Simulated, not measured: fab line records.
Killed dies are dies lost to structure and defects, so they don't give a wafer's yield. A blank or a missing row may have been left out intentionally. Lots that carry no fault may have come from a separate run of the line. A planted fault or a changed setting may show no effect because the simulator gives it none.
fab line records / flow n5Finfet
record: lots: 13 wafers: 34 lastDay: 17
route steps=1938 shown BEOL_M14@1760 BEOL_M15@1783
lots untouched by any fault: they come from a run of this same line in which no faults occurred
startH: hours from the record's opening day to when the first of the lot's shown wafers began / waitH: hours from the lot's prior step to this one / " the same as in the row above / L1.1+2: a single row standing in for several wafers / - either no value or no given start / * or withheld: withheld / < > ~ a bound
route shown NAME@n: NAME is a module with steps in the file, n the number in the route of the first one / usual: the fault-free wafers' mean and standard deviation / same: alike in all rows / chamber/n: place in a boat / sites: per-site readings / _std_site: standard deviation across them / _edge_site: the outer-site mean with the inner-site mean subtracted / radiusMm: how far each site lies from the wafer's centre / mask NAME#n: copy n / behind: the most recent tool/chamber to have shaped the wafer / hold: cause of the lot's hold/its duration in hours/its outcome / device: names the non-switching transistor (n, p or np) / end of line: the same wafers' tests at the end of the route / a step given without rows: its recipe and nothing more / killed: count of dies lost to structure and defects at first sort (not the wafer's yield) / map: a wafer's dies, x killed, . not, _ none there
set.NAME: the setting the step ran with; set.NAME@STEP: the setting that earlier step ran with / model.NAME: the simulator's own value behind a step, which no gauge read
route steps across a sampled set of lots; one table per step, one row per wafer
services: when a tool's chamber went out of use (startH, in hours from the record's first day, below 0 if earlier), for how many hours, and the reason
== steps ==
step: N5_BEOL_M14_DEGAS_41
recipe: ambient: vacuum tempC: 300 timeS: 60
usual: heaterPowerW: 456/44 susceptorTempC: 299.99/0.18
lot.wafer=L915.2 tool=pvdSputter-01 chamber=- startH=257.24 waitH=0.5 heaterPowerW=380 susceptorTempC=300.31
lot.wafer=L915.4 tool=pvdSputter-01 chamber=- startH=257.24 waitH=0.5 heaterPowerW=475 susceptorTempC=300.04
lot.wafer=L915.6 tool=pvdSputter-01 chamber=- startH=257.24 waitH=0.5 heaterPowerW=480 susceptorTempC=300.34
lot.wafer=L917.1 tool=pvdSputter-02 chamber=- startH=273.84 waitH=0.1 heaterPowerW=427 susceptorTempC=299.86
lot.wafer=L917.5 tool=pvdSputter-02 chamber=- startH=273.84 waitH=0.1 heaterPowerW=428 susceptorTempC=300.08
lot.wafer=L918.2 tool=pvdSputter-03 chamber=- startH=279.68 waitH=0.4 heaterPowerW=371 susceptorTempC=300.09
lot.wafer=L918.3 tool=pvdSputter-03 chamber=- startH=279.68 waitH=0.4 heaterPowerW=495 susceptorTempC=300.09
lot.wafer=L918.6 tool=pvdSputter-03 chamber=- startH=279.68 waitH=0.4 heaterPowerW=474 susceptorTempC=299.96
lot.wafer=L919.1 tool=pvdSputter-02 chamber=- startH=283.53 waitH=0.3 heaterPowerW=486 susceptorTempC=299.94
lot.wafer=L919.4 tool=pvdSputter-02 chamber=- startH=283.53 waitH=0.3 heaterPowerW=424 susceptorTempC=300.04
lot.wafer=L919.5 tool=pvdSputter-02 chamber=- startH=283.53 waitH=0.3 heaterPowerW=476 susceptorTempC=299.90
lot.wafer=L922.1 tool=pvdSputter-02 chamber=- startH=308.41 waitH=0.2 heaterPowerW=420 susceptorTempC=299.75
lot.wafer=L922.2 tool=pvdSputter-02 chamber=- startH=308.41 waitH=0.2 heaterPowerW=479 susceptorTempC=299.72
lot.wafer=L922.4 tool=pvdSputter-02 chamber=- startH=308.41 waitH=0.2 heaterPowerW=503 susceptorTempC=299.79
lot.wafer=L921.1 tool=pvdSputter-01 chamber=- startH=308.45 waitH=0.2 heaterPowerW=485 susceptorTempC=299.86
lot.wafer=L921.3 tool=pvdSputter-01 chamber=- startH=308.45 waitH=0.2 heaterPowerW=467 susceptorTempC=299.91
lot.wafer=L921.4 tool=pvdSputter-01 chamber=- startH=308.45 waitH=0.2 heaterPowerW=372 susceptorTempC=300.11
lot.wafer=L924.4 tool=pvdSputter-03 chamber=- startH=321.29 waitH=0.4 heaterPowerW=376 susceptorTempC=299.95
lot.wafer=L924.5 tool=pvdSputter-03 chamber=- startH=321.29 waitH=0.4 heaterPowerW=374 susceptorTempC=300.09
lot.wafer=L923.3 tool=pvdSputter-03 chamber=- startH=321.95 waitH=0.5 heaterPowerW=476 susceptorTempC=299.98
lot.wafer=L923.6 tool=pvdSputter-03 chamber=- startH=321.95 waitH=0.5 heaterPowerW=469 susceptorTempC=300.17
lot.wafer=L925.1 tool=pvdSputter-02 chamber=- startH=329.49 waitH=1.0 heaterPowerW=477 susceptorTempC=300.05
lot.wafer=L925.6 tool=pvdSputter-02 chamber=- startH=329.49 waitH=1.0 heaterPowerW=515 susceptorTempC=299.90
lot.wafer=L928.2 tool=pvdSputter-01 chamber=- startH=352.27 waitH=0.3 heaterPowerW=379 susceptorTempC=300.22
lot.wafer=L928.3 tool=pvdSputter-01 chamber=- startH=352.27 waitH=0.3 heaterPowerW=479 susceptorTempC=300.43
lot.wafer=L928.5 tool=pvdSputter-01 chamber=- startH=352.27 waitH=0.3 heaterPowerW=464 susceptorTempC=300.16
lot.wafer=L930.2 tool=pvdSputter-03 chamber=- startH=352.38 waitH=0.4 heaterPowerW=495 susceptorTempC=299.92
lot.wafer=L930.4 tool=pvdSputter-03 chamber=- startH=352.38 waitH=0.4 heaterPowerW=371 susceptorTempC=299.85
lot.wafer=L930.5 tool=pvdSputter-03 chamber=- startH=352.38 waitH=0.4 heaterPowerW=373 susceptorTempC=299.78
lot.wafer=L935.4 tool=pvdSputter-03 chamber=- startH=384.88 waitH=0.5 heaterPowerW=467 susceptorTempC=300.14
lot.wafer=L935.6 tool=pvdSputter-03 chamber=- startH=384.88 waitH=0.5 heaterPowerW=466 susceptorTempC=300.10
lot.wafer=L934.1 tool=pvdSputter-03 chamber=- startH=385.38 waitH=0.4 heaterPowerW=469 susceptorTempC=299.93
lot.wafer=L934.4 tool=pvdSputter-03 chamber=- startH=385.38 waitH=0.4 heaterPowerW=369 susceptorTempC=299.98
lot.wafer=L934.6 tool=pvdSputter-03 chamber=- startH=385.38 waitH=0.4 heaterPowerW=500 susceptorTempC=299.89
step: N5_BEOL_M14_SPUTTER_44
recipe: material: Ta targetThkA: 150 tempC: 50 biasV: 80 powerW: 15000 chamberPressurePa: 0.07 timeS: 24.19
usual: susceptorTempC: 49.99/0.12 throttleValvePct: 29.6/0.88
lot.wafer=L915.2 tool=pvdSputter-01 chamber=- startH=257.40 waitH=0.0 susceptorTempC=49.87 throttleValvePct=29.8
lot.wafer=L915.4 tool=pvdSputter-01 chamber=- startH=257.40 waitH=0.0 susceptorTempC=50.08 throttleValvePct=27.7
lot.wafer=L915.6 tool=pvdSputter-01 chamber=- startH=257.40 waitH=0.0 susceptorTempC=49.88 throttleValvePct=27.6
lot.wafer=L917.1 tool=pvdSputter-02 chamber=- startH=274.00 waitH=0.0 susceptorTempC=50.07 throttleValvePct=30.4
lot.wafer=L917.5 tool=pvdSputter-02 chamber=- startH=274.00 waitH=0.0 susceptorTempC=50.07 throttleValvePct=29.1
lot.wafer=L918.2 tool=pvdSputter-03 chamber=- startH=279.84 waitH=0.0 susceptorTempC=50.27 throttleValvePct=28.9
lot.wafer=L918.3 tool=pvdSputter-03 chamber=- startH=279.84 waitH=0.0 susceptorTempC=50.09 throttleValvePct=30.5
lot.wafer=L918.6 tool=pvdSputter-03 chamber=- startH=279.84 waitH=0.0 susceptorTempC=49.85 throttleValvePct=30.2
lot.wafer=L919.1 tool=pvdSputter-02 chamber=- startH=283.69 waitH=0.0 susceptorTempC=50.07 throttleValvePct=29.6
lot.wafer=L919.4 tool=pvdSputter-02 chamber=- startH=283.69 waitH=0.0 susceptorTempC=49.90 throttleValvePct=30.8
lot.wafer=L919.5 tool=pvdSputter-02 chamber=- startH=283.69 waitH=0.0 susceptorTempC=50.01 throttleValvePct=29.4
lot.wafer=L922.1 tool=pvdSputter-02 chamber=- startH=308.57 waitH=0.0 susceptorTempC=50.10 throttleValvePct=30.6
lot.wafer=L922.2 tool=pvdSputter-02 chamber=- startH=308.57 waitH=0.0 susceptorTempC=50.02 throttleValvePct=29.4
lot.wafer=L922.4 tool=pvdSputter-02 chamber=- startH=308.57 waitH=0.0 susceptorTempC=49.87 throttleValvePct=30.5
lot.wafer=L921.1 tool=pvdSputter-01 chamber=- startH=308.61 waitH=0.0 susceptorTempC=49.89 throttleValvePct=30.0
lot.wafer=L921.3 tool=pvdSputter-01 chamber=- startH=308.61 waitH=0.0 susceptorTempC=50.00 throttleValvePct=27.4
lot.wafer=L921.4 tool=pvdSputter-01 chamber=- startH=308.61 waitH=0.0 susceptorTempC=49.99 throttleValvePct=29.5
lot.wafer=L924.4 tool=pvdSputter-03 chamber=- startH=321.45 waitH=0.0 susceptorTempC=49.88 throttleValvePct=29.1
lot.wafer=L924.5 tool=pvdSputter-03 chamber=- startH=321.45 waitH=0.0 susceptorTempC=49.83 throttleValvePct=29.0
lot.wafer=L923.3 tool=pvdSputter-03 chamber=- startH=322.11 waitH=0.0 susceptorTempC=50.00 throttleValvePct=29.7
lot.wafer=L923.6 tool=pvdSputter-03 chamber=- startH=322.11 waitH=0.0 susceptorTempC=50.05 throttleValvePct=29.8
lot.wafer=L925.1 tool=pvdSputter-02 chamber=- startH=329.65 waitH=0.0 susceptorTempC=49.81 throttleValvePct=29.5
lot.wafer=L925.6 tool=pvdSputter-02 chamber=- startH=329.65 waitH=0.0 susceptorTempC=49.99 throttleValvePct=30.7
lot.wafer=L928.2 tool=pvdSputter-01 chamber=- startH=352.43 waitH=0.0 susceptorTempC=50.02 throttleValvePct=29.9
lot.wafer=L928.3 tool=pvdSputter-01 chamber=- startH=352.43 waitH=0.0 susceptorTempC=50.14 throttleValvePct=29.5
lot.wafer=L928.5 tool=pvdSputter-01 chamber=- startH=352.43 waitH=0.0 susceptorTempC=50.01 throttleValvePct=29.2
lot.wafer=L930.2 tool=pvdSputter-03 chamber=- startH=352.54 waitH=0.0 susceptorTempC=50.12 throttleValvePct=30.3
lot.wafer=L930.4 tool=pvdSputter-03 chamber=- startH=352.54 waitH=0.0 susceptorTempC=49.85 throttleValvePct=28.9
lot.wafer=L930.5 tool=pvdSputter-03 chamber=- startH=352.54 waitH=0.0 susceptorTempC=49.83 throttleValvePct=29.0
lot.wafer=L935.4 tool=pvdSputter-03 chamber=- startH=385.04 waitH=0.0 susceptorTempC=49.98 throttleValvePct=29.9
lot.wafer=L935.6 tool=pvdSputter-03 chamber=- startH=385.04 waitH=0.0 susceptorTempC=49.92 throttleValvePct=30.3
lot.wafer=L934.1 tool=pvdSputter-03 chamber=- startH=385.54 waitH=0.0 susceptorTempC=49.92 throttleValvePct=29.9
lot.wafer=L934.4 tool=pvdSputter-03 chamber=- startH=385.54 waitH=0.0 susceptorTempC=50.09 throttleValvePct=29.0
lot.wafer=L934.6 tool=pvdSputter-03 chamber=- startH=385.54 waitH=0.0 susceptorTempC=50.01 throttleValvePct=30.4
step: N5_BEOL_M15_CD_MEAS_10
recipe: targetCdNm: 360 landingEnergyEv: 500 detector: seInlens polarity: opening
usual: cdNm: 360.7/2.2
lot.wafer=L915.2 tool=cdSem-02 chamber=0 startH=259.23 waitH=- cdNm=359.2
lot.wafer=L915.4 tool=cdSem-02 chamber=0 startH=259.23 waitH=- cdNm=361.1
lot.wafer=L915.6 tool=cdSem-02 chamber=0 startH=259.23 waitH=- cdNm=358.7
lot.wafer=L917.1 tool=cdSem-01 chamber=0 startH=275.93 waitH=- cdNm=359.0
lot.wafer=L917.5 tool=cdSem-01 chamber=0 startH=275.93 waitH=- cdNm=359.3
lot.wafer=L918.2 tool=cdSem-02 chamber=0 startH=281.63 waitH=- cdNm=360.7
lot.wafer=L918.3 tool=cdSem-02 chamber=0 startH=281.63 waitH=- cdNm=363.6
lot.wafer=L918.6 tool=cdSem-02 chamber=0 startH=281.63 waitH=- cdNm=360.3
lot.wafer=L919.1 tool=cdSem-03 chamber=0 startH=285.41 waitH=- cdNm=359.4
lot.wafer=L919.4 tool=cdSem-03 chamber=0 startH=285.41 waitH=- cdNm=355.7
lot.wafer=L919.5 tool=cdSem-03 chamber=0 startH=285.41 waitH=- cdNm=361.4
lot.wafer=L922.1 tool=cdSem-02 chamber=0 startH=310.30 waitH=- cdNm=361.5
lot.wafer=L922.2 tool=cdSem-02 chamber=0 startH=310.30 waitH=- cdNm=361.1
lot.wafer=L922.4 tool=cdSem-02 chamber=0 startH=310.30 waitH=- cdNm=360.6
lot.wafer=L921.1 tool=cdSem-03 chamber=0 startH=310.69 waitH=- cdNm=361.4
lot.wafer=L921.3 tool=cdSem-03 chamber=0 startH=310.69 waitH=- cdNm=360.3
lot.wafer=L921.4 tool=cdSem-03 chamber=0 startH=310.69 waitH=- cdNm=361.0
lot.wafer=L924.4 tool=cdSem-01 chamber=0 startH=323.38 waitH=- cdNm=360.6
lot.wafer=L924.5 tool=cdSem-01 chamber=0 startH=323.38 waitH=- cdNm=361.1
lot.wafer=L923.3 tool=cdSem-02 chamber=0 startH=323.87 waitH=- cdNm=356.9
lot.wafer=L923.6 tool=cdSem-02 chamber=0 startH=323.87 waitH=- cdNm=361.8
lot.wafer=L925.1 tool=cdSem-03 chamber=0 startH=331.68 waitH=- cdNm=358.3
lot.wafer=L925.6 tool=cdSem-03 chamber=0 startH=331.68 waitH=- cdNm=360.0
lot.wafer=L928.2 tool=cdSem-02 chamber=0 startH=354.15 waitH=- cdNm=362.2
lot.wafer=L928.3 tool=cdSem-02 chamber=0 startH=354.15 waitH=- cdNm=361.1
lot.wafer=L928.5 tool=cdSem-02 chamber=0 startH=354.15 waitH=- cdNm=363.3
lot.wafer=L930.2 tool=cdSem-02 chamber=0 startH=354.39 waitH=- cdNm=357.9
lot.wafer=L930.4 tool=cdSem-02 chamber=0 startH=354.39 waitH=- cdNm=359.4
lot.wafer=L930.5 tool=cdSem-02 chamber=0 startH=354.39 waitH=- cdNm=360.7
lot.wafer=L935.4 tool=cdSem-03 chamber=0 startH=386.77 waitH=- cdNm=361.4
lot.wafer=L935.6 tool=cdSem-03 chamber=0 startH=386.77 waitH=- cdNm=360.7
lot.wafer=L934.1 tool=cdSem-03 chamber=0 startH=387.41 waitH=- cdNm=362.0
lot.wafer=L934.4 tool=cdSem-03 chamber=0 startH=387.41 waitH=- cdNm=358.6
lot.wafer=L934.6 tool=cdSem-03 chamber=0 startH=387.41 waitH=- cdNm=358.0
step: N5_BEOL_M15_STRIP_65
recipe: chemistry: postEtchResidueRemover timeS: 60 tempC: 25 removerPh: withheld removerWaterWtPct: withheld removerFluorideWtPct: withheld
usual: runLengthS: 67.8/2.7 tempC: 25.01/0.11
lot.wafer=L915.2 tool=wetBench-06 chamber=5 startH=259.80 waitH=- runLengthS=65.7 tempC=25.09
lot.wafer=L915.4 tool=wetBench-06 chamber=4 startH=259.80 waitH=- runLengthS=66.7 tempC=25.08
lot.wafer=L915.6 tool=wetBench-06 chamber=3 startH=259.80 waitH=- runLengthS=67.6 tempC=25.08
lot.wafer=L917.1 tool=wetBench-04 chamber=2 startH=276.60 waitH=- runLengthS=69.2 tempC=25.17
lot.wafer=L917.5 tool=wetBench-04 chamber=6 startH=276.60 waitH=- runLengthS=66.8 tempC=24.90
lot.wafer=L918.2 tool=wetBench-04 chamber=3 startH=282.95 waitH=- runLengthS=65.7 tempC=24.98
lot.wafer=L918.3 tool=wetBench-04 chamber=7 startH=282.95 waitH=- runLengthS=64.3 tempC=25.08
lot.wafer=L918.6 tool=wetBench-04 chamber=6 startH=282.95 waitH=- runLengthS=67.3 tempC=25.05
lot.wafer=L919.1 tool=wetBench-06 chamber=0 startH=287.13 waitH=- runLengthS=67.2 tempC=24.91
lot.wafer=L919.4 tool=wetBench-06 chamber=4 startH=287.13 waitH=- runLengthS=66.2 tempC=25.04
lot.wafer=L919.5 tool=wetBench-06 chamber=6 startH=287.13 waitH=- runLengthS=65.4 tempC=25.04
lot.wafer=L922.1 tool=wetBench-06 chamber=5 startH=310.84 waitH=- runLengthS=65.4 tempC=24.95
lot.wafer=L922.2 tool=wetBench-06 chamber=2 startH=310.84 waitH=- runLengthS=65.3 tempC=25.07
lot.wafer=L922.4 tool=wetBench-06 chamber=3 startH=310.84 waitH=- runLengthS=67.6 tempC=24.90
lot.wafer=L921.1 tool=wetBench-04 chamber=5 startH=311.22 waitH=- runLengthS=72.3 tempC=25.14
lot.wafer=L921.3 tool=wetBench-04 chamber=2 startH=311.22 waitH=- runLengthS=73.7 tempC=25.01
lot.wafer=L921.4 tool=wetBench-04 chamber=1 startH=311.22 waitH=- runLengthS=71.2 tempC=25.00
lot.wafer=L924.4 tool=wetBench-06 chamber=5 startH=324.00 waitH=- runLengthS=65.7 tempC=25.05
lot.wafer=L924.5 tool=wetBench-06 chamber=1 startH=324.00 waitH=- runLengthS=65.1 tempC=24.86
lot.wafer=L923.3 tool=wetBench-01 chamber=4 startH=325.18 waitH=- runLengthS=71.6 tempC=24.94
lot.wafer=L923.6 tool=wetBench-01 chamber=7 startH=325.18 waitH=- runLengthS=71.2 tempC=24.83
lot.wafer=L925.1 tool=wetBench-04 chamber=2 startH=332.42 waitH=- runLengthS=73.4 tempC=25.01
lot.wafer=L925.6 tool=wetBench-04 chamber=4 startH=332.42 waitH=- runLengthS=71.1 tempC=24.97
lot.wafer=L928.2 tool=wetBench-01 chamber=5 startH=354.68 waitH=- runLengthS=- tempC=-
lot.wafer=L928.3 tool=wetBench-01 chamber=1 startH=354.68 waitH=- runLengthS=- tempC=-
lot.wafer=L928.5 tool=wetBench-01 chamber=7 startH=354.68 waitH=- runLengthS=- tempC=-
lot.wafer=L930.2 tool=wetBench-06 chamber=5 startH=354.92 waitH=- runLengthS=- tempC=-
lot.wafer=L930.4 tool=wetBench-06 chamber=7 startH=354.92 waitH=- runLengthS=- tempC=-
lot.wafer=L930.5 tool=wetBench-06 chamber=3 startH=354.92 waitH=- runLengthS=- tempC=-
lot.wafer=L935.4 tool=wetBench-01 chamber=3 startH=387.30 waitH=- runLengthS=67.1 tempC=24.84
lot.wafer=L935.6 tool=wetBench-01 chamber=5 startH=387.30 waitH=- runLengthS=65.4 tempC=25.01
lot.wafer=L934.1 tool=wetBench-06 chamber=6 startH=388.53 waitH=- runLengthS=65.1 tempC=25.14
lot.wafer=L934.4 tool=wetBench-06 chamber=5 startH=388.53 waitH=- runLengthS=65.4 tempC=24.99
lot.wafer=L934.6 tool=wetBench-06 chamber=3 startH=388.53 waitH=- runLengthS=67.0 tempC=25.11
== services ==
tool=pvdSputter-02 chamber=- startH=303.66 hours=4.3 kind=repair
tool=pvdSputter-03 chamber=- startH=332.51 hours=3.0 kind=repair
tool=pvdSputter-02 chamber=- startH=342.91 hours=6.3 kind=repair
tool=wetBench-01 chamber=- startH=357.47 hours=3.8 kind=repair
tool=pvdSputter-03 chamber=- startH=385.71 hours=1.1 kind=repair
== key ==
firstSign: step: N5_BEOL_M15_STRIP_65 reading: toolRecord direction: missing
effect none on later readings
metAt N5_BEOL_M15_STRIP_65
struckLots L928,L930
baselineLoss: step: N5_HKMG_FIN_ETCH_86 wafers: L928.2
notActingAt N5_BEOL_M14_DEGAS_41,N5_BEOL_M14_SPUTTER_44,N5_BEOL_M15_CD_MEAS_10
onsetBetween 325.18 354.68
fault: kind: skippedStepWhole tool: wetBench-01,wetBench-06 chamber: - onsetH: 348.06 steps: N5_BEOL_M15_STRIP_65 scope: struckLotsOnly
baselineLoss: these wafers lose ten dies or more at that step, a loss of the line's own and not of a fault; the sort's usual values leave them out
